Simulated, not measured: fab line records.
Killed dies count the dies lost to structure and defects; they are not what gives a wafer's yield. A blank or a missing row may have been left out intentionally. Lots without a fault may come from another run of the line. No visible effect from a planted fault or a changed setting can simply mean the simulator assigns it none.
Lot-split experiment -- flow n5 finfet -- on a route of 1938 steps: 7 lots, 21 wafers read

ABOUT THE SPLIT
At N5_BEOL_M11_COAT_59 (time 60 s, resist thk 100 nm), the setting spin rpm was moved away from the recipe's 1500 rpm on 3 of the 21 wafers read, by -5.5% to +10.0%. The other wafers ran this setting at the recipe's value.

FROM THE SPLIT TO THE READING: what the file shows between them, 7 steps
- N5_BEOL_M11_COAT_60: time 60 s, resist thk 30 nm
- N5_BEOL_M11_COAT_05: resist thk 90 nm
- N5_BEOL_M11_DESCUM_16: chemistry O2, time 7.9 s
- N5_BEOL_M11_ETCH_61: etches SiARC in CF4, target depth 39 nm, time 65 s
- N5_BEOL_M11_ETCH_62: etches SOC in N2/H2, target depth 110 nm, overetch 22 nm, time 165 s
- N5_BEOL_M11_STRIP_68: strips in N2/H2
- N5_BEOL_M11_STRIP_67: strips in CF4

THE READING
SOC_of_BEOL_M11_COAT_59.thk nm (the simulator's own value, which no gauge read), in nm, at N5_BEOL_M11_HM_OPEN_17 (chemistry Cl2/BCl3, target TiN, target depth 20 nm, overetch 6 nm). There is no usual value for it anywhere in the file. Here, 18 wafers ran the recipe; their average is 91.9 nm with a standard deviation of 0.41 nm.

wafer,"tool, chamber at the split","spin rpm as run, rpm",against the recipe,"SOC_of_BEOL_M11_COAT_59.thk nm, nm",against lot-mates on the recipe
L074.1,"litho track-03, 0",1500,recipe,91.6,-
L074.2,"litho track-03, 0",1500,recipe,91.6,-
L074.5,"litho track-03, 0",1500,recipe,91.6,-
L076.1,"litho track-02, 0",1500,recipe,91.4,-
L076.4,"litho track-02, 0",1500,recipe,91,-
L076.5,"litho track-02, 0",1500,recipe,91.2,-
L079.2,"litho track-01, 0",1500,recipe,92,-
L079.3,"litho track-01, 0",1500,recipe,92.4,-
L079.5,"litho track-01, 0",1500,recipe,92.2,-
L086.2,"litho track-03, 0",1417,-5.5%,95.2,+3.0
L086.3,"litho track-03, 0",1417,-5.5%,95.2,+3.0
L086.5,"litho track-03, 0",1500,recipe,92.2,-
L087.1,"litho track-03, 0",1500,recipe,92,-
L087.6,"litho track-03, 0",1500,recipe,92,-
L087.2,"litho track-03, 0",1650,+10.0%,87.4,-4.6
L090.3,"litho track-02, 0",1500,recipe,92.4,-
L090.5,"litho track-02, 0",1500,recipe,92.2,-
L090.6,"litho track-02, 0",1500,recipe,91.8,-
L094.1,"litho track-03, 0",1500,recipe,92,-
L094.3,"litho track-03, 0",1500,recipe,92.2,-
L094.6,"litho track-03, 0",1500,recipe,92.4,-

FIT RESULTS
A straight line over all 21 wafers: SOC_of_BEOL_M11_COAT_59.thk nm changes by -0.505 nm for each +1% of spin rpm; r = -0.96; the points scatter about the line by 0.44 nm.
The same after taking each lot's own level away (the mean of its wafers on the recipe; 21 wafers): -0.491 nm for each +1%; r = -0.99; scatter 0.18 nm.
On that fit, the largest move of spin rpm shifts the reading by 4.9 nm.
From 91.20 to 92.20 nm: that is the span of the lots' own levels, equal to 2.5 times the standard deviation above.
So the lot-to-lot level changes the slope little: the two slopes agree.
Check: -5.42 nm against its lot-mates is what the line predicts for one of the wafers moved furthest among these (+10.0%) when that wafer is left out of the fit. It came out at -4.6 nm against them.

THE WHOLE CHAIN: every reading that the file lists as answering this split, in the file's order
step,what it does,reading,change (the file's fit),r (the file's)
N5_BEOL_M11_COAT_59,"time 60 s, resist thk 100 nm","SOC_of_BEOL_M11_COAT_59.thk nm (the simulator's own value, which no gauge read)",-0.491 nm for each +1% of the setting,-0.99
N5_BEOL_M11_ETCH_62,"etches SOC in N2/H2, target depth 110 nm, overetch 22 nm, time 165 s","etch.depth nm (the simulator's own value, which no gauge read)",-0.492 nm for each +1% of the setting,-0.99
N5_BEOL_M11_HM_OPEN_17,"chemistry Cl2/BCl3, target TiN, target depth 20 nm, overetch 6 nm","SOC_of_BEOL_M11_COAT_59.thk nm (the simulator's own value, which no gauge read)",-0.479 nm for each +1% of the setting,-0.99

THE FILE'S OWN FIT
SOC_of_BEOL_M11_COAT_59.thk nm changes by -0.479 nm for each +1% of spin rpm, r = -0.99.
